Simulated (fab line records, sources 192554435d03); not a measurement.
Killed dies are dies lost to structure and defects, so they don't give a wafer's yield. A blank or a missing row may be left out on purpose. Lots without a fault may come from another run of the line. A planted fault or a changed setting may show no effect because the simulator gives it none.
Split-lot experiment | flow n5_finfet | 7 lots, 39 wafers read, on a route of 1938 steps

THE SPLIT
At N5_HKMG_FIN_NWFM_ALD_20 (deposits TiAlC, target thk 2 nm, pulse time 3 s, purge time 2 s), the setting ald_cycles was moved away from the recipe's 7 on 9 of the 39 wafers read, by -14.3% to +14.3%. The other wafers ran this setting at the recipe's value.

The reading is taken at the split's own step.

THE READING
TiAlC_of_HKMG_FIN_NWFM_ALD_20.thk_nm (the simulator's own value, which no gauge read), in nm, at N5_HKMG_FIN_NWFM_ALD_20 (deposits TiAlC, target thk 2 nm, pulse time 3 s, purge time 2 s). The file gives no usual value for it.

wafer  | tool, chamber at the split | ald_cycles as run | against the recipe | TiAlC_of_HKMG_FIN_NWFM_ALD_20.thk_nm, nm | against lot-mates on the recipe
L074.1 | ald_metal-02, 2,3,1,0,3,0  | 7                 | recipe             | 2                                        | -
L074.2 | ald_metal-02, 2,3,1,0,3,0  | 7                 | recipe             | 2                                        | -
L074.3 | ald_metal-02, 2,3,1,0,3,0  | 7                 | recipe             | 2                                        | -
L074.4 | ald_metal-02, 2,3,1,0,3,0  | 7                 | recipe             | 2                                        | -
L074.5 | ald_metal-02, 2,3,1,0,3,0  | 7                 | recipe             | 2                                        | -
L074.6 | ald_metal-02, 2,3,1,0,3,0  | 7                 | recipe             | 2                                        | -
L076.1 | ald_metal-03, 2            | 8                 | +14.3%             | 2.4                                      | +0.4
L076.2 | ald_metal-03, 3,1,0        | 7                 | recipe             | 2                                        | -
L076.3 | ald_metal-03, 3,1,0        | 7                 | recipe             | 2                                        | -
L076.5 | ald_metal-03, 3,1,0        | 7                 | recipe             | 2                                        | -
L076.4 | ald_metal-03, 0,3          | 8                 | +14.3%             | 2.2                                      | +0.2
L076.6 | ald_metal-03, 0,3          | 8                 | +14.3%             | 2.2                                      | +0.2
L077.1 | ald_metal-03, 2,3,3        | 7                 | recipe             | 2                                        | -
L077.2 | ald_metal-03, 2,3,3        | 7                 | recipe             | 2                                        | -
L077.5 | ald_metal-03, 2,3,3        | 7                 | recipe             | 2                                        | -
L077.3 | ald_metal-03, 0,1,2        | 6                 | -14.3%             | 1.8                                      | -0.2
L077.4 | ald_metal-03, 0,1,2        | 6                 | -14.3%             | 1.8                                      | -0.2
L077.6 | ald_metal-03, 0,1,2        | 6                 | -14.3%             | 1.8                                      | -0.2
L085.1 | ald_metal-03, 2,0,1        | 7                 | recipe             | 2                                        | -
L085.3 | ald_metal-03, 2,0,1        | 7                 | recipe             | 2                                        | -
L085.4 | ald_metal-03, 2,0,1        | 7                 | recipe             | 2                                        | -
L090.1 | ald_metal-03, 0            | 6                 | -14.3%             | 1.6                                      | -0.4
L090.2 | ald_metal-03, 3,1,1        | 7                 | recipe             | 2                                        | -
L090.4 | ald_metal-03, 3,1,1        | 7                 | recipe             | 2                                        | -
L090.5 | ald_metal-03, 3,1,1        | 7                 | recipe             | 2                                        | -
L090.3 | ald_metal-03, 2,0          | 6                 | -14.3%             | 1.8                                      | -0.2
L090.6 | ald_metal-03, 2,0          | 6                 | -14.3%             | 1.8                                      | -0.2
L091.1 | ald_metal-01, 0,1,2,3,3,2  | 7                 | recipe             | 2                                        | -
L091.2 | ald_metal-01, 0,1,2,3,3,2  | 7                 | recipe             | 2                                        | -
L091.3 | ald_metal-01, 0,1,2,3,3,2  | 7                 | recipe             | 2                                        | -
L091.4 | ald_metal-01, 0,1,2,3,3,2  | 7                 | recipe             | 2                                        | -
L091.5 | ald_metal-01, 0,1,2,3,3,2  | 7                 | recipe             | 2                                        | -
L091.6 | ald_metal-01, 0,1,2,3,3,2  | 7                 | recipe             | 2                                        | -
L096.1 | ald_metal-02, 2,0,1,3,2,1  | 7                 | recipe             | 2                                        | -
L096.2 | ald_metal-02, 2,0,1,3,2,1  | 7                 | recipe             | 2                                        | -
L096.3 | ald_metal-02, 2,0,1,3,2,1  | 7                 | recipe             | 2                                        | -
L096.4 | ald_metal-02, 2,0,1,3,2,1  | 7                 | recipe             | 2                                        | -
L096.5 | ald_metal-02, 2,0,1,3,2,1  | 7                 | recipe             | 2                                        | -
L096.6 | ald_metal-02, 2,0,1,3,2,1  | 7                 | recipe             | 2                                        | -
Where a row lists several chambers, the file gives one row for several wafers and doesn't say which wafer went through which chamber.

THE FIT
A straight line over all 39 wafers: TiAlC_of_HKMG_FIN_NWFM_ALD_20.thk_nm changes by +0.0172 nm for each +1% of ald_cycles; r = +0.95; the points scatter about the line by 0.041 nm.
The same after taking each lot's own level away (the mean of its wafers on the recipe; 39 wafers): +0.0172 nm for each +1%; r = +0.95; scatter 0.041 nm.
On that fit, the largest move of ald_cycles shifts the reading by 0.25 nm.
The lots' own levels span 2.00 to 2.00 nm.
So the lot-to-lot level changes the slope little: the two slopes agree.
Check: with one of the wafers moved furthest among these (-14.3%) left out of the fit, the line predicts -0.248 nm for it against its lot-mates. It came out at -0.2 nm against them.

THE FILE'S OWN FIT
TiAlC_of_HKMG_FIN_NWFM_ALD_20.thk_nm changes by +0.0171 nm for each +1% of ald_cycles, r = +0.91.
